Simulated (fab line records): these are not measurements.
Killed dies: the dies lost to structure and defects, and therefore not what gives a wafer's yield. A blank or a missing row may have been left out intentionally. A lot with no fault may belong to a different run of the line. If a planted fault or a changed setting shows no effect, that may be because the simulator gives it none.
Which tool is to blame? + flow nandHarc + Sampling: 23 lots, 69 wafers, 6 of 1302 route steps

## WHAT THE GAUGES READ, wafer by wafer
No reading from a measuring or inspecting step in the record can be judged against a usual standard deviation.

## WHICH TOOL RAN EACH LOT (tool, then ch and the chambers of the sampled wafers, then the start)
| lot  | NHARC_A_CONTACT_ETCH_50                      | NHARC_A_CONTACT_ETCH_114           | NHARC_A_CONTACT_ETCH_116           | NHARC_A_CONTACT_ETCH_120           | NHARC_A_CONTACT_ETCH_96                      | NHARC_A_CONTACT_ETCH_102          |
|------|----------------------------------------------|------------------------------------|------------------------------------|------------------------------------|----------------------------------------------|-----------------------------------|
| L075 | rieDiel-07 ch 0,1,2, day 21 13:59 or earlier | harCapEtch-01 ch 0,1, day 21 13:59 | harCapEtch-01 ch 0,1, day 21 14:20 | harCapEtch-01 ch 0,1, day 21 15:01 | rieDiel-07 ch 0,1, day 21 17:01 or earlier   | rieDiel-07 ch 0,1,2, day 21 17:01 |
| L076 | rieDiel-07 ch 0,1,2, day 22 00:32 or earlier | harCapEtch-03 ch 0,1, day 22 00:32 | harCapEtch-03 ch 0,1, day 22 00:52 | harCapEtch-03 ch 0,1, day 22 01:34 | rieDiel-04 ch 1,2,3, day 22 03:29 or earlier | rieDiel-07 ch 0,1,2, day 22 03:29 |
| L074 | rieDiel-04 ch 1,3, day 22 03:16 or earlier   | harCapEtch-03 ch 0,1, day 22 03:16 | harCapEtch-03 ch 0,1, day 22 03:37 | harCapEtch-03 ch 0,1, day 22 04:18 | rieDiel-04 ch 0,1,2, day 22 06:18 or earlier | rieDiel-04 ch 1,2,3, day 22 06:18 |
| L078 | rieDiel-07 ch 0,1,2, day 22 19:30 or earlier | harCapEtch-03 ch 0,1, day 22 19:30 | harCapEtch-03 ch 0,1, day 22 19:50 | harCapEtch-03 ch 0,1, day 22 20:31 | rieDiel-02 ch 0,1, day 22 22:32 or earlier   | rieDiel-04 ch 1,2, day 22 22:32   |
| L077 | rieDiel-07 ch 2,3, day 22 20:22 or earlier   | harCapEtch-02 ch 0,1, day 22 20:22 | harCapEtch-02 ch 0,1, day 22 20:43 | harCapEtch-02 ch 0,1, day 22 21:25 | rieDiel-04 ch 0,1,2, day 22 23:27 or earlier | rieDiel-02 ch 0,1, day 22 23:27   |
| L079 | rieDiel-07 ch 0,1,2, day 23 17:43 or earlier | harCapEtch-01 ch 0,1, day 23 17:43 | harCapEtch-01 ch 0,1, day 23 18:04 | harCapEtch-01 ch 0,1, day 23 18:45 | rieDiel-04 ch 0,1,3, day 23 20:47 or earlier | rieDiel-07 ch 0,1,3, day 23 20:47 |
| L080 | rieDiel-04 ch 0,2,3, day 23 17:46 or earlier | harCapEtch-02 ch 0,1, day 23 17:46 | harCapEtch-02 ch 0,1, day 23 18:06 | harCapEtch-02 ch 0,1, day 23 18:47 | rieDiel-07 ch 0,1,3, day 23 20:45 or earlier | rieDiel-07 ch 0,1,2, day 23 20:45 |
| L081 | rieDiel-07 ch 0,3, day 24 23:58 or earlier   | harCapEtch-03 ch 0,1, day 24 23:58 | harCapEtch-03 ch 0,1, day 25 00:19 | harCapEtch-03 ch 0,1, day 25 00:59 | rieDiel-04 ch 0,1,3, day 25 03:08 or earlier | rieDiel-04 ch 0,1,2, day 25 03:08 |
| L083 | rieDiel-04 ch 0,2,3, day 25 00:07 or earlier | harCapEtch-01 ch 1, day 25 00:07   | harCapEtch-01 ch 1, day 25 00:34   | harCapEtch-01 ch 1, day 25 01:28   | rieDiel-07 ch 1,3, day 25 03:48 or earlier   | rieDiel-07 ch 0,1,2, day 25 03:48 |
| L084 | rieDiel-02 ch 0,1,2, day 26 02:50 or earlier | harCapEtch-01 ch 0,1, day 26 02:50 | harCapEtch-01 ch 0,1, day 26 03:11 | harCapEtch-01 ch 0,1, day 26 03:52 | rieDiel-07 ch 1,2,3, day 26 05:52 or earlier | rieDiel-07 ch 2,3, day 26 05:52   |
| L085 | rieDiel-04 ch 0,1,3, day 26 02:50 or earlier | harCapEtch-03 ch 0,1, day 26 02:50 | harCapEtch-03 ch 0,1, day 26 03:11 | harCapEtch-03 ch 0,1, day 26 03:52 | rieDiel-02 ch 0,2,3, day 26 06:07 or earlier | rieDiel-07 ch 2,3, day 26 06:07   |
| L086 | rieDiel-04 ch 0,2,3, day 26 14:07 or earlier | harCapEtch-03 ch 0,1, day 26 14:07 | harCapEtch-03 ch 0,1, day 26 14:35 | harCapEtch-03 ch 0,1, day 26 15:26 | rieDiel-07 ch 1,2,3, day 26 17:28 or earlier | rieDiel-07 ch 0,1,3, day 26 17:28 |
| L087 | rieDiel-02 ch 0,2,3, day 26 19:46 or earlier | harCapEtch-02 ch 0,1, day 26 19:46 | harCapEtch-02 ch 0,1, day 26 20:06 | harCapEtch-02 ch 0,1, day 26 20:47 | rieDiel-04 ch 0,1,2, day 26 22:48 or earlier | rieDiel-02 ch 0,1,3, day 26 22:48 |
| L089 | rieDiel-07 ch 0,2, day 27 06:12 or earlier   | harCapEtch-01 ch 0,1, day 27 06:12 | harCapEtch-01 ch 0,1, day 27 06:32 | harCapEtch-01 ch 0,1, day 27 07:14 | rieDiel-07 ch 0,2,3, day 27 09:14 or earlier | rieDiel-07 ch 1,2,3, day 27 09:14 |
| L088 | rieDiel-02 ch 0,2,3, day 27 14:01 or earlier | harCapEtch-01 ch 0,1, day 27 14:01 | harCapEtch-01 ch 0,1, day 27 14:21 | harCapEtch-01 ch 0,1, day 27 15:02 | rieDiel-04 ch 0,2,3, day 27 17:01 or earlier | rieDiel-04 ch 0,1,3, day 27 17:01 |
| L091 | rieDiel-02 ch 2,3, day 28 15:32 or earlier   | harCapEtch-01 ch 0,1, day 28 15:32 | harCapEtch-01 ch 0,1, day 28 15:53 | harCapEtch-01 ch 0,1, day 28 16:34 | rieDiel-07 ch 1,3, day 28 18:32 or earlier   | rieDiel-07 ch 1,2, day 28 18:32   |
| L090 | rieDiel-04 ch 0,3, day 28 20:46 or earlier   | harCapEtch-02 ch 0,1, day 28 20:46 | harCapEtch-02 ch 0,1, day 28 21:06 | harCapEtch-02 ch 0,1, day 28 21:47 | rieDiel-07 ch 1,2, day 28 23:46 or earlier   | rieDiel-02 ch 0,1,3, day 28 23:46 |
| L092 | rieDiel-07 ch 0,1,3, day 28 21:40 or earlier | harCapEtch-03 ch 0,1, day 28 21:40 | harCapEtch-03 ch 0,1, day 28 21:59 | harCapEtch-03 ch 0,1, day 28 22:41 | rieDiel-07 ch 0,1,2, day 29 00:41 or earlier | rieDiel-04 ch 0,1,3, day 29 00:41 |
| L093 | rieDiel-07 ch 0,2,3, day 29 10:11 or earlier | harCapEtch-03 ch 0,1, day 29 10:11 | harCapEtch-03 ch 0,1, day 29 10:31 | harCapEtch-03 ch 0,1, day 29 11:13 | rieDiel-07 ch 0,2,3, day 29 13:11 or earlier | rieDiel-07 ch 1,3, day 29 13:11   |
| L094 | rieDiel-04 ch 1,2, day 29 22:08 or earlier   | harCapEtch-03 ch 0,1, day 29 22:08 | harCapEtch-03 ch 0,1, day 29 22:28 | harCapEtch-03 ch 0,1, day 29 23:10 | rieDiel-07 ch 1,2, day 30 01:10 or earlier   | rieDiel-07 ch 1,3, day 30 01:10   |
| L096 | rieDiel-04 ch 1,2,3, day 30 13:29 or earlier | harCapEtch-03 ch 0,1, day 30 13:29 | harCapEtch-03 ch 0,1, day 30 13:56 | harCapEtch-03 ch 0,1, day 30 14:47 | rieDiel-07 ch 0,2, day 30 16:46 or earlier   | rieDiel-02 ch 0,2, day 30 16:46   |
| L095 | rieDiel-07 ch 0,1, day 30 16:37 or earlier   | harCapEtch-01 ch 0,1, day 30 16:37 | harCapEtch-01 ch 0,1, day 30 16:57 | harCapEtch-01 ch 0,1, day 30 17:38 | rieDiel-07 ch 1,2, day 30 19:35 or earlier   | rieDiel-02 ch 0,2,3, day 30 19:35 |
| L097 | rieDiel-07 ch 1,2,3, day 31 07:04 or earlier | harCapEtch-02 ch 0,1, day 31 07:04 | harCapEtch-02 ch 0,1, day 31 07:32 | harCapEtch-02 ch 0,1, day 31 08:20 | rieDiel-02 ch 0,2,3, day 31 10:26 or earlier | rieDiel-02 ch 0,3, day 31 10:26   |
- NHARC_A_CONTACT_ETCH_50: etches the open film in CF4/CHF3, target depth 121 nm, time 60.5 s.
- NHARC_A_CONTACT_ETCH_114: etches the open film in C4F8/O2/Ar, time 190 s, target depth 1850 nm.
- NHARC_A_CONTACT_ETCH_116: etches the open film in C4F8/O2/Ar, time 190 s, target depth 1850 nm.
- NHARC_A_CONTACT_ETCH_120: etches the open film in C4F8/O2/Ar, time 190 s, target depth 1850 nm.
- NHARC_A_CONTACT_ETCH_96: etches the open film in C4F6/O2, target depth 20 nm, time 10 s.
- NHARC_A_CONTACT_ETCH_102: etches the open film in CF4/O2, target depth 100 nm, overetch 10 nm, time 55 s.

## AS READ BY THE TOOLS THEMSELVES (means over the sampled wafers that have a number; for cases with no such wafer, the mark the record gives instead)
NHARC_A_CONTACT_ETCH_50. Usual: drypumpMotorCurrentA 5.8 A, standard deviation 0.6; mfcArSccm 0.013 sccm, standard deviation 0.012; oesProductAu 0.951 a.u., standard deviation 0.024; rfVppV 370.8 V, standard deviation 1.9; showerheadPlenumPTorr 1.58 Torr, standard deviation 0.049; throttleValvePct 16.804 %, standard deviation 0.0093.
| lot  | tool       | drypumpMotorCurrentA (A) | mfcArSccm (sccm) | oesProductAu (a.u.) | rfVppV (V) | showerheadPlenumPTorr (Torr) | throttleValvePct (%) | flag |
|------|------------|--------------------------|------------------|---------------------|------------|------------------------------|----------------------|------|
| L075 | rieDiel-07 | 5.7                      | 0.001            | 0.969               | 370.2      | 1.57                         | 16.808               |      |
| L076 | rieDiel-07 | 5.7                      | 0.001            | 0.963               | 369.9      | 1.57                         | 16.797               |      |
| L074 | rieDiel-04 | 5.7                      | 0.022            | 0.928               | 372.4      | 1.63                         | 16.807               |      |
| L078 | rieDiel-07 | 5.7                      | 0.001            | 0.971               | 370.5      | 1.56                         | 16.808               |      |
| L077 | rieDiel-07 | 5.8                      | 0.017            | 0.946               | 371.7      | 1.59                         | 16.802               |      |
| L079 | rieDiel-07 | 5.7                      | 0.001            | 0.958               | 370.2      | 1.56                         | 16.807               |      |
| L080 | rieDiel-04 | 5.5                      | 0.027            | 0.979               | 371.2      | 1.60                         | 16.800               |      |
| L081 | rieDiel-07 | 5.6                      | 0.009            | 0.968               | 369.5      | 1.54                         | 16.806               |      |
| L083 | rieDiel-04 | 5.5                      | 0.027            | 0.962               | 371.8      | 1.60                         | 16.802               |      |
| L084 | rieDiel-02 | 6.4                      | 0.004            | 0.968               | 371.0      | 1.60                         | 16.808               |      |
| L085 | rieDiel-04 | 5.8                      | 0.022            | 0.990               | 371.6      | 1.61                         | 16.804               |      |
| L086 | rieDiel-04 | 5.5                      | 0.027            | 0.936               | 371.1      | 1.59                         | 16.803               |      |
| L087 | rieDiel-02 | 6.4                      | 0.009            | 0.940               | 371.9      | 1.62                         | 16.812               |      |
| L089 | rieDiel-07 | 6.3                      | 0.000            | 0.917               | 372.3      | 1.59                         | 16.808               |      |
| L088 | rieDiel-02 | 6.5                      | 0.009            | 0.949               | 372.3      | 1.62                         | 16.798               |      |
| L091 | rieDiel-02 | 6.2                      | 0.009            | 0.918               | 371.5      | 1.61                         | 16.797               |      |
| L090 | rieDiel-04 | 5.7                      | 0.027            | 0.925               | 371.7      | 1.60                         | 16.800               |      |
| L092 | rieDiel-07 | 5.3                      | 0.009            | 0.973               | 369.7      | 1.54                         | 16.800               |      |
| L093 | rieDiel-07 | 5.9                      | 0.009            | 0.959               | 370.3      | 1.57                         | 16.808               |      |
| L094 | rieDiel-04 | 5.5                      | 0.017            | 0.938               | 371.5      | 1.59                         | 16.804               |      |
| L096 | rieDiel-04 | 5.5                      | 0.022            | 0.933               | 371.0      | 1.59                         | 16.809               |      |
| L095 | rieDiel-07 | 5.2                      | 0.001            | 0.927               | 369.5      | 1.53                         | 16.799               |      |
| L097 | rieDiel-07 | 5.6                      | 0.009            | 0.961               | 370.4      | 1.57                         | 16.803               |      |

NHARC_A_CONTACT_ETCH_96. Usual: drypumpMotorCurrentA 5.8 A (standard deviation 0.58); mfcArSccm 500.2 sccm (standard deviation 1.4); o2FlowSccm 20.00 sccm (standard deviation 0.052); oesProductAu 0.973 a.u. (standard deviation 0.029); rfVppV 546.9 V (standard deviation 2.3); showerheadPlenumPTorr 3.93 Torr (standard deviation 0.11); throttleValvePct 26.903 % (standard deviation 0.0093).
| lot  | tool       | drypumpMotorCurrentA (A) | mfcArSccm (sccm) | o2FlowSccm (sccm) | oesProductAu (a.u.) | rfVppV (V) | showerheadPlenumPTorr (Torr) | throttleValvePct (%) | flag |
|------|------------|--------------------------|------------------|-------------------|---------------------|------------|------------------------------|----------------------|------|
| L075 | rieDiel-07 | 5.2                      | 499.2            | 19.97             | 0.957               | 545.2      | 3.82                         | 26.907               |      |
| L076 | rieDiel-04 | 5.5                      | 500.9            | 19.92             | 0.968               | 548.3      | 4.00                         | 26.912               |      |
| L074 | rieDiel-04 | 5.6                      | 501.0            | 20.00             | 0.956               | 548.2      | 3.99                         | 26.905               |      |
| L078 | rieDiel-02 | 6.6                      | 500.9            | 19.97             | 0.939               | 545.1      | 3.85                         | 26.913               |      |
| L077 | rieDiel-04 | 5.6                      | 499.9            | 19.99             | 0.970               | 547.5      | 3.98                         | 26.908               |      |
| L079 | rieDiel-04 | 5.8                      | 500.3            | 20.03             | 1.010               | 548.1      | 4.01                         | 26.900               |      |
| L080 | rieDiel-07 | 5.4                      | 498.3            | 19.97             | 0.995               | 544.9      | 3.85                         | 26.910               |      |
| L081 | rieDiel-04 | 5.8                      | 500.0            | 20.00             | 1.019               | 548.1      | 4.01                         | 26.899               |      |
| L083 | rieDiel-07 | 5.2                      | 500.5            | 19.98             | 0.941               | 545.8      | 3.88                         | 26.907               |      |
| L084 | rieDiel-07 | 5.7                      | 499.2            | 19.97             | 0.976               | 546.9      | 3.93                         | 26.900               |      |
| L085 | rieDiel-02 | 6.4                      | 498.3            | 20.03             | 1.000               | 548.9      | 4.04                         | 26.901               |      |
| L086 | rieDiel-07 | 5.7                      | 499.4            | 20.00             | 0.989               | 547.0      | 3.93                         | 26.905               |      |
| L087 | rieDiel-04 | 5.6                      | 500.8            | 20.00             | 1.011               | 546.9      | 3.96                         | 26.901               |      |
| L089 | rieDiel-07 | 5.9                      | 501.1            | 20.05             | 0.938               | 546.3      | 3.92                         | 26.900               |      |
| L088 | rieDiel-04 | 5.5                      | 500.2            | 19.99             | 0.939               | 547.6      | 3.97                         | 26.916               |      |
| L091 | rieDiel-07 | 5.1                      | 499.7            | 20.02             | 0.990               | 545.1      | 3.85                         | 26.903               |      |
| L090 | rieDiel-07 | 6.0                      | 500.6            | 20.02             | 0.985               | 548.6      | 3.98                         | 26.906               |      |
| L092 | rieDiel-07 | 5.8                      | 500.9            | 20.00             | 0.930               | 547.2      | 3.89                         | 26.904               |      |
| L093 | rieDiel-07 | 5.9                      | 500.3            | 20.02             | 0.929               | 546.9      | 3.92                         | 26.896               |      |
| L094 | rieDiel-07 | 6.1                      | 501.5            | 20.02             | 0.989               | 548.5      | 3.97                         | 26.904               |      |
| L096 | rieDiel-07 | 6.0                      | 500.8            | 20.00             | 0.980               | 545.2      | 3.88                         | 26.900               |      |
| L095 | rieDiel-07 | 5.5                      | 499.1            | 20.00             | 0.941               | 546.3      | 3.89                         | 26.908               |      |
| L097 | rieDiel-02 | 6.5                      | 500.0            | 20.01             | 0.965               | 548.2      | 4.02                         | 26.906               |      |

NHARC_A_CONTACT_ETCH_102. Usual: drypumpMotorCurrentA 5.9 A (standard deviation 0.64); mfcArSccm 0.011 sccm (standard deviation 0.012); o2FlowSccm 20.00 sccm (standard deviation 0.062); oesProductAu 0.999 a.u. (standard deviation 0.014); rfVppV 197.9 V (standard deviation 1.3); showerheadPlenumPTorr 1.34 Torr (standard deviation 0.046); throttleValvePct 13.397 % (standard deviation 0.0088).
| lot  | tool       | drypumpMotorCurrentA (A) | mfcArSccm (sccm) | o2FlowSccm (sccm) | oesProductAu (a.u.) | rfVppV (V) | showerheadPlenumPTorr (Torr) | throttleValvePct (%) | flag |
|------|------------|--------------------------|------------------|-------------------|---------------------|------------|------------------------------|----------------------|------|
| L075 | rieDiel-07 | 5.7                      | 0.001            | 19.97             | 0.991               | 197.3      | 1.33                         | 13.387               |      |
| L076 | rieDiel-07 | 5.8                      | 0.001            | 19.98             | 0.998               | 197.0      | 1.33                         | 13.392               |      |
| L074 | rieDiel-04 | 5.5                      | 0.022            | 20.03             | 1.010               | 198.3      | 1.36                         | 13.394               |      |
| L078 | rieDiel-04 | 5.5                      | 0.017            | 20.05             | 1.002               | 198.3      | 1.36                         | 13.402               |      |
| L077 | rieDiel-02 | 6.6                      | 0.004            | 20.05             | 1.006               | 198.0      | 1.36                         | 13.392               |      |
| L079 | rieDiel-07 | 5.3                      | 0.009            | 20.02             | 0.997               | 197.2      | 1.31                         | 13.391               |      |
| L080 | rieDiel-07 | 5.7                      | 0.001            | 20.06             | 0.985               | 197.9      | 1.33                         | 13.392               |      |
| L081 | rieDiel-04 | 5.6                      | 0.022            | 20.00             | 1.032               | 197.9      | 1.35                         | 13.395               |      |
| L083 | rieDiel-07 | 5.7                      | 0.001            | 20.04             | 0.987               | 197.9      | 1.33                         | 13.396               |      |
| L084 | rieDiel-07 | 5.8                      | 0.017            | 19.95             | 1.006               | 198.4      | 1.35                         | 13.395               |      |
| L085 | rieDiel-07 | 5.8                      | 0.017            | 20.00             | 1.004               | 197.2      | 1.35                         | 13.398               |      |
| L086 | rieDiel-07 | 5.3                      | 0.009            | 19.95             | 0.988               | 197.4      | 1.31                         | 13.397               |      |
| L087 | rieDiel-02 | 6.6                      | 0.013            | 20.03             | 0.989               | 197.7      | 1.33                         | 13.403               |      |
| L089 | rieDiel-07 | 5.6                      | 0.009            | 20.05             | 0.993               | 198.1      | 1.34                         | 13.393               |      |
| L088 | rieDiel-04 | 5.8                      | 0.022            | 19.98             | 1.005               | 198.3      | 1.36                         | 13.394               |      |
| L091 | rieDiel-07 | 6.1                      | 0.000            | 19.95             | 0.991               | 199.1      | 1.35                         | 13.400               |      |
| L090 | rieDiel-02 | 6.6                      | 0.013            | 19.89             | 1.012               | 197.9      | 1.32                         | 13.404               |      |
| L092 | rieDiel-04 | 5.8                      | 0.022            | 19.91             | 1.015               | 198.0      | 1.36                         | 13.394               |      |
| L093 | rieDiel-07 | 5.1                      | 0.009            | 19.99             | 0.993               | 197.0      | 1.31                         | 13.400               |      |
| L094 | rieDiel-07 | 5.1                      | 0.009            | 20.03             | 0.997               | 197.6      | 1.30                         | 13.405               |      |
| L096 | rieDiel-02 | 6.2                      | 0.000            | 19.97             | 0.998               | 199.6      | 1.40                         | 13.393               |      |
| L095 | rieDiel-02 | 6.4                      | 0.009            | 19.93             | 1.003               | 198.3      | 1.37                         | 13.396               |      |
| L097 | rieDiel-02 | 6.7                      | 0.017            | 20.05             | 1.006               | 197.2      | 1.34                         | 13.397               |      |

## THE ANSWER, worked out from the rows above alone
Rule: lot off if the mean of its wafers having a number is beyond 3 standard deviations from the usual mean. A lot without any number at a reading at which 4 lots or more have one is off too. Any other lot the step has rows for is counted as sound. Order of review: gauges by route order, followed by the tools' own readings, for which a lot's mean as printed above is used. At the first step where some lot is off, the reading lying furthest off is the one used; lots without a number count as furthest.
Nothing can be told from this: no lot is off at any reading shown.

## WHAT WAS PUT IN BY THE SIMULATOR
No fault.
